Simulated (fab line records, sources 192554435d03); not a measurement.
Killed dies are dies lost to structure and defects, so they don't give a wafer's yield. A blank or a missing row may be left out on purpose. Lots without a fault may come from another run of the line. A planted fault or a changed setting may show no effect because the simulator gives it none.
A struck lot beside a sound one | flow n5_finfet | 40 steps out of a route of 1938
Sound: wafers L901.1, L901.3, L901.6. Struck: wafer L916.1. (L916.2 of the same lot was not struck and is left out.) The cause comes at the end.
At each step with rows: each side's tool, then ch and its chambers, then its first start. Under that, the readings that differ: sound wafers | struck wafers | difference of the means | sigmas: that difference in standard deviations of wafers without a fault.
alike: readings whose means differ by less than 2 such deviations, and words and numbers that are the same on both sides. not compared: withheld readings, readings that some wafer has no value for, bounds like >300 that may hide the same value, and numbers for which the record gives no deviation and whose values overlap.
The two part at a step that has a row with sigmas, a row that says differs or no value, or rows on one side only. Numbers that don't overlap but have no deviation are shown without sigmas and don't part them. A reading that every wafer of one side lacks parts them only if that side has two wafers or more.

first, 12 steps without rows for these wafers: N5_HKMG_FIN_DESCUM_53 (chemistry O2, time 7.9 s); N5_HKMG_FIN_ETCH_54 (etches SiARC in CF4, target depth 45.5 nm, time 75.8 s); N5_HKMG_FIN_ETCH_55 (etches SOC in N2/H2, target depth 240 nm, time 300 s); N5_HKMG_FIN_STRIP_56 (strips in N2/H2); N5_HKMG_FIN_STRIP_57 (strips in CF4); N5_HKMG_FIN_ETCH_58 (etches SOC in N2/H2, target depth 215.8 nm, time 741 s); N5_HKMG_FIN_STRIP_93 (strips SOC in N2/H2, time 20 s); N5_HKMG_FIN_WET_ETCH_76 (etches Al2O3 in dNH4OH, stops on La2O3, target depth 2.25 nm, rinse time 30 s); N5_HKMG_FIN_STRIP_60 (strips in N2/H2, time 360 s); N5_HKMG_FIN_WET_ETCH_77 (etches La2O3 in dHCl, stops on HfO2, target depth 2 nm); N5_HKMG_FIN_WET_ETCH_78 (etches Al2O3 in dNH4OH, stops on La2O3, target depth 4.5 nm, rinse time 30 s); N5_HKMG_FIN_ALD_79 (deposits TiN, target thk 1.5 nm, pulse time 1 s, purge time 3 s).
N5_HKMG_FIN_CVD_62: deposits a-Si from Si2H6, target thk 3 nm, time 20.8 s.
  sound on thermal_cvd_si-01 ch 0,1,2, day 6 02:22; struck on thermal_cvd_si-01 ch 2, day 9 20:08
  reading                                   | sound | struck | difference | sigmas
  model.a-Si_of_HKMG_FIN_CVD_62.thk_nm (nm) | 3 3 3 | 4.2    | +1.2       |
  alike: chamber_pressure_Torr, heater_power_w
then, 25 steps without rows for these wafers: N5_HKMG_FIN_RTA_80 (time 2 s); N5_HKMG_FIN_PRECLEAN_64 (cleans in dHF, time 30 s); N5_HKMG_FIN_WET_ETCH_65 (etches a-Si in TMAH, stops on TiN, time 49 s, target depth 3 nm); N5_HKMG_FIN_WET_ETCH_81 (etches TiN in SC1, stops on HfO2, time 57 s, target depth 6 nm); N5_HKMG_FIN_WET_ETCH_82 (etches La2O3 in dHCl, stops on HfO2, target depth 2 nm, rinse time 30 s); N5_HKMG_FIN_ALD_36 (deposits TiN, target thk 1 nm, pulse time 1 s, purge time 3 s); N5_HKMG_FIN_PWFM_ALD_03 (deposits TiN, target thk 2 nm, pulse time 1 s, purge time 3 s); N5_HKMG_FIN_COAT_29 (time 60 s, resist thk 300 nm); N5_HKMG_FIN_COAT_30 (time 60 s, resist thk 35 nm); N5_HKMG_FIN_COAT_06 (resist thk 90 nm); N5_HKMG_FIN_EBR_08; N5_HKMG_FIN_SOFTBAKE_07 (time 60 s); N5_HKMG_FIN_EXPOSE_09 (exposes mask NWFM); N5_HKMG_FIN_PEB_10 (peb time 60 s); N5_HKMG_FIN_DEVELOP_11 (develop time 30 s); N5_HKMG_FIN_DESCUM_17 (chemistry O2, time 7.9 s); N5_HKMG_FIN_ETCH_31 (etches SiARC in CF4, target depth 45.5 nm, time 75.8 s); N5_HKMG_FIN_ETCH_32 (etches SOC in N2/H2, target depth 240 nm, time 300 s); N5_HKMG_FIN_STRIP_33 (strips in N2/H2); N5_HKMG_FIN_STRIP_34 (strips in CF4); N5_HKMG_FIN_ETCH_35 (etches SOC in N2/H2, target depth 215.8 nm, time 243.4 s); N5_HKMG_FIN_STRIP_92 (strips SOC in N2/H2, time 20 s); N5_HKMG_FIN_WET_ETCH_18 (etches TiN in SC1, time 55 s, target depth 5.2 nm, rinse time 30 s); N5_HKMG_FIN_STRIP_19 (strips in N2/H2, time 360 s); N5_HKMG_FIN_ALD_91 (deposits TiN, target thk 1 nm, pulse time 1 s, purge time 3 s).
-- the record jumps here: 4 days lie between the struck wafers' starts before and after (it left off in module HKMG_FIN and takes up again in module BEOL_M4, whose first step shown is number 1111 of the route) --
N5_BEOL_M4_RC_MEAS_101:
  sound on prober-01 ch 0, day 10 12:01; struck on prober-02 ch 0, day 13 22:02
  reading             | sound                      | struck   | difference | sigmas
  DIBL_N (mV/V)       | 35.2 37.4 37.4             | 31.8     | -4.9       | -3
  EOT_P               | 10.44 10.58 10.50          | 10.84    | +0.33      | +4
  IGATE_P (nA/um)     | 0.0037 0.0033 0.0036       | 0.0007   | -0.0028    | -5
  IOFF_N (nA/um)      | 0.12 0.15 0.16             | 0.01     | -0.13      | -4
  IOFF_N_85C (nA/um)  | 2.5 2.9 3.1                | 0.2      | -2.6       | -5
  IOFF_N_LIN (nA/um)  | 0.058 0.070 0.073          | 0.003    | -0.064     | -5
  IOFF_N_LONG (nA/um) | 5.57e-05 5.44e-05 5.48e-05 | 2.2e-05  | -3.3e-05   | -14
  IOFF_P (nA/um)      | 0.17 0.23 0.24             | 0.72     | +0.51      | +15
  IOFF_P_85C (nA/um)  | 3.0 3.8 4.0                | 10.1     | +6.5       | +13
  IOFF_P_LIN (nA/um)  | 0.087 0.108 0.114          | 0.373    | +0.270     | +21
  IOFF_P_LONG (nA/um) | 0.000106 0.000118 0.000123 | 0.000279 | +0.000163  | +18
  ION_N (uA/um)       | 651 669 682                | 493      | -174       | -15
  ION_P (uA/um)       | 461 462 472                | 510      | +45        | +6
  VT_N (mV)           | 254 250 251                | 333      | +81        | +26
  VT_N_LONG (mV)      | 276.0 277.5 273.9          | 353.9    | +78.1      | +39
  VT_N_LVT (mV)       | 102 99 99                  | 177      | +77        | +25
  VT_P (mV)           | -250 -247 -248             | -212     | +36        | +11
  VT_P_LONG (mV)      | -275.9 -273.5 -273.1       | -240.5   | +33.7      | +11
  VT_P_LVT (mV)       | -99.6 -96.9 -95.6          | -57.5    | +39.9      | +14
  alike: DIBL_P, SS_N, SS_P
-- the record jumps here: 4 days lie between the struck wafers' starts before and after (it left off in module BEOL_M4 and takes up again in module PASSIVATION, whose first step shown is number 1936 of the route) --
N5_PASSIVATION_PROBE_49:
  sound on prober-01, day 14 23:33; struck on prober-01, day 17 23:46
  reading                | sound          | struck | difference | sigmas
  killed_at_other        | 5 12 10        | 2      | -7         | -2
  sort_bin_4_leakage (%) | 0 0 0          | 62.20  | +62.20     |
  sort_bin_8_speed (%)   | 0 0 0          | 28.47  | +28.47     | +99 or more
  sort_n_pass            | 1084 1041 1029 | 0      | -1051      | -58
  sort_yield_pct (%)     | 91.9 88.2 87.2 | 0      | -89        | -59
  alike: defect_limited_yield, killed_at_M0_to_M3, killed_at_M4_up, killed_at_contacts, killed_at_front_end, killed_dies, killed_open, killed_short, sort_bin_5_function, sort_bin_6_memory

WHERE THEY PART
First at N5_BEOL_M4_RC_MEAS_101; last, within this record, at N5_PASSIVATION_PROBE_49.

WHY: what the simulator had put in
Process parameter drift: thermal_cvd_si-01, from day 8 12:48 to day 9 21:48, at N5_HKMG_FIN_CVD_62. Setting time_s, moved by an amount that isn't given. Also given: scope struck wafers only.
